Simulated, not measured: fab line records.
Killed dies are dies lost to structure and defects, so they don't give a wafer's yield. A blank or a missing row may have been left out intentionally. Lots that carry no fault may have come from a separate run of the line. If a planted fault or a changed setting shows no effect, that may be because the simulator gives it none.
Chamber matching -- flow n5-finfet -- 3 sister chambers for N5_BEOL_M8_ILD_DEP_00 on pecvd-04
The step deposits SiCOH lowk from DEMS/porogen, target thk 179.75 nm, time 33.4 s. 14 wafers are shown with their chamber, then 7 later ones without.

WAFERS WITH THEIR CHAMBER
wafer,chamber,throttle-valve-pct (%),heater-power-w (W),showerhead-plenum-p-Torr (Torr)
L075.1,0,14.4,423,5.750
L075.4,1,14.6,304,5.724
L075.5,0,14.3,404,5.743
L076.1,2,12.9,374,5.738
L076.2,0,14.5,412,5.738
L076.4,1,14.5,307,5.727
L078.3,1,14.3,269,5.726
L078.5,2,13.0,377,5.756
L078.6,0,14.2,416,5.760
L079.2,0,14.3,327,5.743
L079.4,2,13.0,379,5.737
L079.5,2,12.9,386,5.742
L083.2,0,14.4,357,5.759
L083.5,1,14.5,236,5.728

SIGNATURES (means of the wafers above)
reading,chamber 0,chamber 1,chamber 2,scatter within a chamber
throttle-valve-pct,14.350,14.475,12.950,0.101
heater-power-w,389.83,279.00,379.00,31.5
showerhead-plenum-p-Torr,5.74883,5.72625,5.74325,0.00771
Rule: for a wafer and a chamber, the distance is found by dividing, reading by reading, the gap between the wafer's reading and the chamber's mean by the reading's scatter, squaring, summing and taking the root. If the next closest chamber is less than 2 further off than the closest, the wafer can't be placed; otherwise it belongs to the closest. The scatter: the root of (the sum of the squares of (reading less its chamber's mean) over the shown wafers, divided by (wafers less chambers)).

WAFERS WITHOUT THEIR CHAMBER
wafer,throttle-valve-pct (%),heater-power-w (W),showerhead-plenum-p-Torr (Torr)
L083.6,14.5,359,5.753
L092.2,14.5,403,5.752
L092.3,13.1,348,5.749
L092.5,14.2,304,5.726
L096.3,14.6,293,5.719
L096.4,13.1,323,5.747
L096.5,14.3,293,5.718

EACH ONE'S CHAMBER
wafer,from the rows above,in truth
L083.6,0,0
L092.2,0,0
L092.3,2,2
L092.5,can't be placed: 1 or 0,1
L096.3,1,1
L096.4,2,2
L096.5,1,1
Correct placement for 6 of the 7. From these rows, 1 cannot be placed; in 1 the true chamber is one of the candidates. Wrongly placed: 0.
